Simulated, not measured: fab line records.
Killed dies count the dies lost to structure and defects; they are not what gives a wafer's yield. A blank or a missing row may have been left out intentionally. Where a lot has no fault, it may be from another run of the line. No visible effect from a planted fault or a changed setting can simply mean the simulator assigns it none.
Chamber matching + flow n5 finfet + 4 sister chambers for N5_MOL_CONTACT_COAG_ALD_131 on ald sin-03
The step deposits SiO2, target thk 5 nm, pulse time 1 s, co reactant pulse time 1 s. 4 wafers are shown with their chamber, then 12 later ones without.

EACH WAFER AND ITS CHAMBER
| wafer  | chamber | heater power w (W) |
|--------|---------|--------------------|
| L084.1 | 3       | 81                 |
| L084.2 | 0       | 77                 |
| L084.5 | 1       | 67                 |
| L084.6 | 2       | 65                 |

WAFERS WITH NO CHAMBER GIVEN
| wafer  | heater power w (W) |
|--------|--------------------|
| L094.1 | 80                 |
| L094.2 | 65                 |
| L094.3 | 65                 |
| L094.4 | 79                 |
| L094.5 | 67                 |
| L094.6 | 65                 |
| L095.2 | 80                 |
| L095.3 | 78                 |
| L095.5 | 83                 |
| L097.1 | 67                 |
| L097.3 | 72                 |
| L097.5 | 66                 |

WHICH CHAMBER EACH ONE RAN IN
| wafer  | from the rows above          | in truth |
|--------|------------------------------|----------|
| L094.1 | can't be placed: 3 or 0      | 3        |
| L094.2 | can't be placed: 2 or 1      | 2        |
| L094.3 | can't be placed: 2 or 1      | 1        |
| L094.4 | can't be placed: 0 or 3      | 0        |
| L094.5 | can't be placed: 1 or 2      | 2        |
| L094.6 | can't be placed: 2 or 1      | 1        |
| L095.2 | can't be placed: 3 or 0      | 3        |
| L095.3 | can't be placed: 0 or 3      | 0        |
| L095.5 | 3                            | 3        |
| L097.1 | can't be placed: 1 or 2      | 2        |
| L097.3 | can't be placed: 0 or 1 or 2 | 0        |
| L097.5 | can't be placed: 1 or 2      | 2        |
Placed correctly: 1 of 12. Unplaceable from these rows: 11, with the true chamber sitting among the candidates in 11. Number placed wrongly: 0.
How it was worked out, from the rows above alone: a wafer's distance from a chamber is the root of the sum, over the readings, of the square of ((its reading less the chamber's mean) divided by the reading's scatter). The wafer belongs to the nearest chamber; if the next one is less than 2 further off, it can't be placed. A chamber's mean is the mean of its shown wafers. The scatter (one wafer shown for each chamber): square how far every hidden wafer sits from the nearest shown wafer, average those squares and take the square root.
